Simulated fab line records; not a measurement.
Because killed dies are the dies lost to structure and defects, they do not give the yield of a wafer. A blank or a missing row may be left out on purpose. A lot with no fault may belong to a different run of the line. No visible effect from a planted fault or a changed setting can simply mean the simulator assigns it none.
Which tool did it? || flow n5_finfet || 24 lots with 72 wafers sampled at 2 steps, on a route of 1938 steps

## WHAT THE GAUGES SHOWED, per wafer
N5_BEOL_M2_CD_MEAS_35: target cd 18 nm, target cd y 22.2 nm.
{"lot": "L074", "measured": "day 7 21:45", "on": "cd_sem-02", "cd_nm (nm)": "18.3 18.3 18.6"}
{"lot": "L075", "measured": "day 8 03:10", "on": "cd_sem-03", "cd_nm (nm)": "17.8 17.7 17.8"}
{"lot": "L078", "measured": "day 8 03:20", "on": "cd_sem-03", "cd_nm (nm)": "18.3 18.9 17.9"}
{"lot": "L076", "measured": "day 8 04:00", "on": "cd_sem-02", "cd_nm (nm)": "17.8 18.5 18.4"}
{"lot": "L077", "measured": "day 8 06:34", "on": "cd_sem-01", "cd_nm (nm)": "18.5 18.2 18.4"}
{"lot": "L079", "measured": "day 8 07:38", "on": "cd_sem-02", "cd_nm (nm)": "17.8 17.7 18.2"}
{"lot": "L080", "measured": "day 8 07:41", "on": "cd_sem-01", "cd_nm (nm)": "18.0 17.4 17.9"}
{"lot": "L081", "measured": "day 8 10:15", "on": "cd_sem-02", "cd_nm (nm)": "18.4 18.2 18.4"}
{"lot": "L082", "measured": "day 8 19:48", "on": "cd_sem-02", "cd_nm (nm)": "17.9 18.1 17.4"}
{"lot": "L083", "measured": "day 9 02:29", "on": "cd_sem-02", "cd_nm (nm)": "17.4 17.5 17.6"}
{"lot": "L084", "measured": "day 9 12:40", "on": "cd_sem-03", "cd_nm (nm)": "18.2 17.9 18.3"}
{"lot": "L085", "measured": "day 9 23:08", "on": "cd_sem-01", "cd_nm (nm)": "18.2 18.2 17.9"}
{"lot": "L086", "measured": "day 10 06:16", "on": "cd_sem-03", "cd_nm (nm)": "18.1 18.2 17.6"}
{"lot": "L088", "measured": "day 10 19:13", "on": "cd_sem-01", "cd_nm (nm)": "17.7 19.0 18.3"}
{"lot": "L087", "measured": "day 10 22:21", "on": "cd_sem-02", "cd_nm (nm)": "18.1 18.3 18.0"}
{"lot": "L089", "measured": "day 10 22:21", "on": "cd_sem-03", "cd_nm (nm)": "17.7 17.3 18.1"}
{"lot": "L090", "measured": "day 10 23:19", "on": "cd_sem-02", "cd_nm (nm)": "18.3 17.9 18.1"}
{"lot": "L092", "measured": "day 11 01:55", "on": "cd_sem-01", "cd_nm (nm)": "18.0 17.8 17.8"}
{"lot": "L091", "measured": "day 11 03:07", "on": "cd_sem-01", "cd_nm (nm)": "17.9 18.6 18.3"}
{"lot": "L093", "measured": "day 11 12:59", "on": "cd_sem-02", "cd_nm (nm)": "18.0 18.4 18.6"}
{"lot": "L094", "measured": "day 11 16:12", "on": "cd_sem-01", "cd_nm (nm)": "18.3 18.4 18.2"}
{"lot": "L096", "measured": "day 12 04:22", "on": "cd_sem-02", "cd_nm (nm)": "18.2 18.3 17.3"}
{"lot": "L095", "measured": "day 12 17:58", "on": "cd_sem-01", "cd_nm (nm)": "18.3 18.5 18.5"}
{"lot": "L097", "measured": "day 13 02:25", "on": "cd_sem-02", "cd_nm (nm)": "18.5 18.5 18.0"}

## WHICH TOOL RAN EACH LOT (tool, then ch and the chambers of the sampled wafers, then the start)
{"lot": "L074", "N5_BEOL_M2_STRIP_97": "rie_diel-03 ch 0,1, day 7 21:45 or earlier"}
{"lot": "L075", "N5_BEOL_M2_STRIP_97": "rie_diel-01 ch 1,2,3, day 8 03:10 or earlier"}
{"lot": "L078", "N5_BEOL_M2_STRIP_97": "rie_diel-06 ch 0,1,2, day 8 03:20 or earlier"}
{"lot": "L076", "N5_BEOL_M2_STRIP_97": "rie_diel-03 ch 0,2,3, day 8 04:00 or earlier"}
{"lot": "L077", "N5_BEOL_M2_STRIP_97": "rie_diel-03 ch 0,1,2, day 8 06:34 or earlier"}
{"lot": "L079", "N5_BEOL_M2_STRIP_97": "rie_diel-01 ch 0,1, day 8 07:38 or earlier"}
{"lot": "L080", "N5_BEOL_M2_STRIP_97": "rie_diel-03 ch 0,1,2, day 8 07:41 or earlier"}
{"lot": "L081", "N5_BEOL_M2_STRIP_97": "rie_diel-03 ch 0,2,3, day 8 10:15 or earlier"}
{"lot": "L082", "N5_BEOL_M2_STRIP_97": "rie_diel-01 ch 0,1, day 8 19:48 or earlier"}
{"lot": "L083", "N5_BEOL_M2_STRIP_97": "rie_diel-06 ch 0,1,3, day 9 02:29 or earlier"}
{"lot": "L084", "N5_BEOL_M2_STRIP_97": "rie_diel-03 ch 0,1,3, day 9 12:40 or earlier"}
{"lot": "L085", "N5_BEOL_M2_STRIP_97": "rie_diel-03 ch 0,2,3, day 9 23:08 or earlier"}
{"lot": "L086", "N5_BEOL_M2_STRIP_97": "rie_diel-03 ch 1,2, day 10 06:16 or earlier"}
{"lot": "L088", "N5_BEOL_M2_STRIP_97": "rie_diel-01 ch 0,2,3, day 10 19:13 or earlier"}
{"lot": "L087", "N5_BEOL_M2_STRIP_97": "rie_diel-01 ch 0,1,2, day 10 22:21 or earlier"}
{"lot": "L089", "N5_BEOL_M2_STRIP_97": "rie_diel-06 ch 2,3, day 10 22:21 or earlier"}
{"lot": "L090", "N5_BEOL_M2_STRIP_97": "rie_diel-06 ch 0,3, day 10 23:19 or earlier"}
{"lot": "L092", "N5_BEOL_M2_STRIP_97": "rie_diel-03 ch 0,1,2, day 11 01:55 or earlier"}
{"lot": "L091", "N5_BEOL_M2_STRIP_97": "rie_diel-06 ch 0,2,3, day 11 03:07 or earlier"}
{"lot": "L093", "N5_BEOL_M2_STRIP_97": "rie_diel-01 ch 0,2,3, day 11 12:59 or earlier"}
{"lot": "L094", "N5_BEOL_M2_STRIP_97": "rie_diel-01 ch 1,2, day 11 16:12 or earlier"}
{"lot": "L096", "N5_BEOL_M2_STRIP_97": "rie_diel-01 ch 0,1,2, day 12 04:22 or earlier"}
{"lot": "L095", "N5_BEOL_M2_STRIP_97": "rie_diel-06 ch 0,1,3, day 12 17:58 or earlier"}
{"lot": "L097", "N5_BEOL_M2_STRIP_97": "rie_diel-06 ch 0,1,3, day 13 02:25 or earlier"}
- N5_BEOL_M2_STRIP_97: strips in N2/H2, time 10 s.

## WHAT THE TOOLS THEMSELVES READ (means of the sampled wafers that have a number; where no wafer has one, the mark that the record gives instead)
N5_BEOL_M2_STRIP_97.
{"lot": "L074", "tool": "rie_diel-03", "drypump_motor_current_A (A)": 5.7, "oes_product_au (a.u.)": 0.78, "rf_vpp_V (V)": 59.9, "showerhead_plenum_p_Torr (Torr)": 2.55, "throttle_valve_pct (%)": 23.61}
{"lot": "L075", "tool": "rie_diel-01", "drypump_motor_current_A (A)": 6.1, "oes_product_au (a.u.)": 0.78, "rf_vpp_V (V)": 58.3, "showerhead_plenum_p_Torr (Torr)": 2.50, "throttle_valve_pct (%)": 23.63}
{"lot": "L078", "tool": "rie_diel-06", "drypump_motor_current_A (A)": 5.9, "oes_product_au (a.u.)": 0.75, "rf_vpp_V (V)": 59.3, "showerhead_plenum_p_Torr (Torr)": 2.59, "throttle_valve_pct (%)": 23.57}
{"lot": "L076", "tool": "rie_diel-03", "drypump_motor_current_A (A)": 5.9, "oes_product_au (a.u.)": 0.77, "rf_vpp_V (V)": 59.3, "showerhead_plenum_p_Torr (Torr)": 2.50, "throttle_valve_pct (%)": 23.50}
{"lot": "L077", "tool": "rie_diel-03", "drypump_motor_current_A (A)": 5.7, "oes_product_au (a.u.)": 0.75, "rf_vpp_V (V)": 59.7, "showerhead_plenum_p_Torr (Torr)": 2.54, "throttle_valve_pct (%)": 23.65}
{"lot": "L079", "tool": "rie_diel-01", "drypump_motor_current_A (A)": 6.3, "oes_product_au (a.u.)": 0.76, "rf_vpp_V (V)": 59.3, "showerhead_plenum_p_Torr (Torr)": 2.56, "throttle_valve_pct (%)": 23.63}
{"lot": "L080", "tool": "rie_diel-03", "drypump_motor_current_A (A)": 5.7, "oes_product_au (a.u.)": 0.75, "rf_vpp_V (V)": 59.9, "showerhead_plenum_p_Torr (Torr)": 2.54, "throttle_valve_pct (%)": 23.65}
{"lot": "L081", "tool": "rie_diel-03", "drypump_motor_current_A (A)": 5.9, "oes_product_au (a.u.)": 0.77, "rf_vpp_V (V)": 58.4, "showerhead_plenum_p_Torr (Torr)": 2.50, "throttle_valve_pct (%)": 23.51}
{"lot": "L082", "tool": "rie_diel-01", "drypump_motor_current_A (A)": 6.1, "oes_product_au (a.u.)": 0.74, "rf_vpp_V (V)": 58.7, "showerhead_plenum_p_Torr (Torr)": 2.48, "throttle_valve_pct (%)": 23.41}
{"lot": "L083", "tool": "rie_diel-06", "drypump_motor_current_A (A)": 5.8, "oes_product_au (a.u.)": 0.78, "rf_vpp_V (V)": 59.8, "showerhead_plenum_p_Torr (Torr)": 2.61, "throttle_valve_pct (%)": 23.59}
{"lot": "L084", "tool": "rie_diel-03", "drypump_motor_current_A (A)": 6.0, "oes_product_au (a.u.)": 0.79, "rf_vpp_V (V)": 59.6, "showerhead_plenum_p_Torr (Torr)": 2.51, "throttle_valve_pct (%)": 23.48}
{"lot": "L085", "tool": "rie_diel-03", "drypump_motor_current_A (A)": 5.9, "oes_product_au (a.u.)": 0.75, "rf_vpp_V (V)": 59.3, "showerhead_plenum_p_Torr (Torr)": 2.49, "throttle_valve_pct (%)": 23.52}
{"lot": "L086", "tool": "rie_diel-03", "drypump_motor_current_A (A)": 5.4, "oes_product_au (a.u.)": 0.78, "rf_vpp_V (V)": 59.2, "showerhead_plenum_p_Torr (Torr)": 2.57, "throttle_valve_pct (%)": 23.67}
{"lot": "L088", "tool": "rie_diel-01", "drypump_motor_current_A (A)": 6.3, "oes_product_au (a.u.)": 0.78, "rf_vpp_V (V)": 58.5, "showerhead_plenum_p_Torr (Torr)": 2.57, "throttle_valve_pct (%)": 23.88}
{"lot": "L087", "tool": "rie_diel-01", "drypump_motor_current_A (A)": 6.2, "oes_product_au (a.u.)": 0.79, "rf_vpp_V (V)": 58.3, "showerhead_plenum_p_Torr (Torr)": 2.53, "throttle_valve_pct (%)": 23.57}
{"lot": "L089", "tool": "rie_diel-06", "drypump_motor_current_A (A)": 5.4, "oes_product_au (a.u.)": 0.74, "rf_vpp_V (V)": 58.6, "showerhead_plenum_p_Torr (Torr)": 2.54, "throttle_valve_pct (%)": 23.49}
{"lot": "L090", "tool": "rie_diel-06", "drypump_motor_current_A (A)": 5.4, "oes_product_au (a.u.)": 0.80, "rf_vpp_V (V)": 59.3, "showerhead_plenum_p_Torr (Torr)": 2.59, "throttle_valve_pct (%)": 23.43}
{"lot": "L092", "tool": "rie_diel-03", "drypump_motor_current_A (A)": 5.7, "oes_product_au (a.u.)": 0.74, "rf_vpp_V (V)": 59.4, "showerhead_plenum_p_Torr (Torr)": 2.53, "throttle_valve_pct (%)": 23.68}
{"lot": "L091", "tool": "rie_diel-06", "drypump_motor_current_A (A)": 5.5, "oes_product_au (a.u.)": 0.77, "rf_vpp_V (V)": 59.3, "showerhead_plenum_p_Torr (Torr)": 2.57, "throttle_valve_pct (%)": 23.41}
{"lot": "L093", "tool": "rie_diel-01", "drypump_motor_current_A (A)": 6.3, "oes_product_au (a.u.)": 0.78, "rf_vpp_V (V)": 59.2, "showerhead_plenum_p_Torr (Torr)": 2.57, "throttle_valve_pct (%)": 23.89}
{"lot": "L094", "tool": "rie_diel-01", "drypump_motor_current_A (A)": 6.0, "oes_product_au (a.u.)": 0.76, "rf_vpp_V (V)": 59.5, "showerhead_plenum_p_Torr (Torr)": 2.45, "throttle_valve_pct (%)": 23.35}
{"lot": "L096", "tool": "rie_diel-01", "drypump_motor_current_A (A)": 6.3, "oes_product_au (a.u.)": 0.77, "rf_vpp_V (V)": 59.6, "showerhead_plenum_p_Torr (Torr)": 2.53, "throttle_valve_pct (%)": 23.59}
{"lot": "L095", "tool": "rie_diel-06", "drypump_motor_current_A (A)": 5.8, "oes_product_au (a.u.)": 0.84, "rf_vpp_V (V)": 58.9, "showerhead_plenum_p_Torr (Torr)": 2.60, "throttle_valve_pct (%)": 23.53}
{"lot": "L097", "tool": "rie_diel-06", "drypump_motor_current_A (A)": 5.8, "oes_product_au (a.u.)": 0.82, "rf_vpp_V (V)": 59.5, "showerhead_plenum_p_Torr (Torr)": 2.59, "throttle_valve_pct (%)": 23.53}

## THE ANSWER, worked out from the rows above alone
Rule: usual is defined by the lots themselves. Put in order of their means at a reading, lots are off if they are a third of the lots or fewer, leave a main group of 4 or more, and stand apart from it by a gap of 3 or more times the standard deviation of the main group's means; of several such gaps the widest counts. Not used: any main group whose means are identical at the precision the tables above print for the reading. Also off: a lot with no number at a reading for which 4 or more lots have one. Where the step has rows for the other lots, those lots are counted as sound. After the gauges, taken in route order, come the tools' own readings; for these a lot's mean is taken, as printed above. The first step at which some lot is off is used, and at that step the reading that is off furthest; a lot without a number counts as furthest.
Nothing can be told from this: no lot is off at any reading shown.

## WHAT HAD BEEN PUT IN BY THE SIMULATOR
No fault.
